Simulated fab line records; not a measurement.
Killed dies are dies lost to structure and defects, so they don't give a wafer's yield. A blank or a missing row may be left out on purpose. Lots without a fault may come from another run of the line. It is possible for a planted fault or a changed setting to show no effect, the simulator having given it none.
Chamber matching + flow n5-finfet + N5_BEOL_M9_DESCUM_33 on rie-diel-03: 4 sister chambers
The step chemistry O2, time 7 s. 22 wafers are shown with their chamber, then 11 later ones without.

## WAFERS, EACH WITH ITS CHAMBER
| wafer  | chamber | drypump-motor-current-A (A) | showerhead-plenum-p-Torr (Torr) | throttle-valve-pct (%) |
|--------|---------|-----------------------------|---------------------------------|------------------------|
| L076.1 | 3       | 6.6                         | 2.23                            | 20.26                  |
| L076.3 | 2       | 6.4                         | 2.09                            | 20.49                  |
| L076.5 | 3       | 6.6                         | 2.23                            | 20.26                  |
| L081.2 | 3       | 6.6                         | 2.22                            | 20.29                  |
| L081.3 | 1       | 5.7                         | 2.09                            | 20.86                  |
| L081.5 | 0       | 6.1                         | 2.18                            | 20.32                  |
| L079.1 | 3       | 6.6                         | 2.22                            | 20.27                  |
| L079.3 | 2       | 6.4                         | 2.09                            | 20.50                  |
| L079.6 | 3       | 6.6                         | 2.22                            | 20.28                  |
| L080.1 | 2       | 6.4                         | 2.09                            | 20.48                  |
| L080.3 | 3       | 6.6                         | 2.22                            | 20.28                  |
| L080.5 | 0       | 6.1                         | 2.18                            | 20.31                  |
| L084.2 | 2       | 6.4                         | 2.09                            | 20.52                  |
| L084.3 | 3       | 6.6                         | 2.22                            | 20.30                  |
| L084.5 | 0       | 6.1                         | 2.18                            | 20.34                  |
| L085.3 | 2       | 6.4                         | 2.09                            | 20.51                  |
| L085.4 | 1       | 5.7                         | 2.08                            | 20.87                  |
| L085.6 | 3       | 6.5                         | 2.22                            | 20.28                  |
| L088.1 | 1       | 5.7                         | 2.08                            | 20.87                  |
| L088.3 | 3       | 6.6                         | 2.22                            | 20.29                  |
| L088.5 | 3       | 6.6                         | 2.22                            | 20.31                  |
| L092.2 | 0       | 6.1                         | 2.17                            | 20.36                  |

SIGNATURES, as means of the wafers listed above
| reading                  | chamber 0 | chamber 1 | chamber 2 | chamber 3 | scatter within a chamber |
|--------------------------|-----------|-----------|-----------|-----------|--------------------------|
| drypump-motor-current-A  | 6.100     | 5.700     | 6.400     | 6.590     | 0.0224                   |
| showerhead-plenum-p-Torr | 2.1775    | 2.0833    | 2.0900    | 2.2220    | 0.00409                  |
| throttle-valve-pct       | 20.3325   | 20.8667   | 20.5000   | 20.2820   | 0.0165                   |
Rule: distance of a wafer from a chamber = root of the sum over the readings of ((wafer's reading minus chamber's mean) / reading's scatter) squared. The wafer belongs to the nearest chamber; if the next one is less than 2 further off, it can't be placed. The scatter is the square root of a quotient: the sum, over the shown wafers, of each reading's squared deviation from its chamber's mean, divided by wafers minus chambers.

## WAFERS WITHOUT THEIR CHAMBER
| wafer  | drypump-motor-current-A (A) | showerhead-plenum-p-Torr (Torr) | throttle-valve-pct (%) |
|--------|-----------------------------|---------------------------------|------------------------|
| L092.5 | 6.1                         | 2.17                            | 20.36                  |
| L092.6 | 6.6                         | 2.21                            | 20.33                  |
| L094.1 | 6.4                         | 2.08                            | 20.52                  |
| L094.4 | 6.6                         | 2.21                            | 20.33                  |
| L094.6 | 5.7                         | 2.08                            | 20.90                  |
| L095.1 | 5.7                         | 2.08                            | 20.90                  |
| L095.3 | 6.6                         | 2.21                            | 20.33                  |
| L095.4 | 6.4                         | 2.08                            | 20.54                  |
| L096.1 | 6.6                         | 2.21                            | 20.32                  |
| L096.3 | 6.1                         | 2.17                            | 20.36                  |
| L096.4 | 5.7                         | 2.08                            | 20.91                  |

## EACH ONE'S CHAMBER
| wafer  | from the rows above | in truth |
|--------|---------------------|----------|
| L092.5 | 0                   | 0        |
| L092.6 | 3                   | 3        |
| L094.1 | 2                   | 2        |
| L094.4 | 3                   | 3        |
| L094.6 | 1                   | 1        |
| L095.1 | 1                   | 1        |
| L095.3 | 3                   | 3        |
| L095.4 | 2                   | 2        |
| L096.1 | 3                   | 3        |
| L096.3 | 0                   | 0        |
| L096.4 | 1                   | 1        |
Correctly placed: 11 of 11. Not placeable from these rows: 0. 0 placed wrongly.
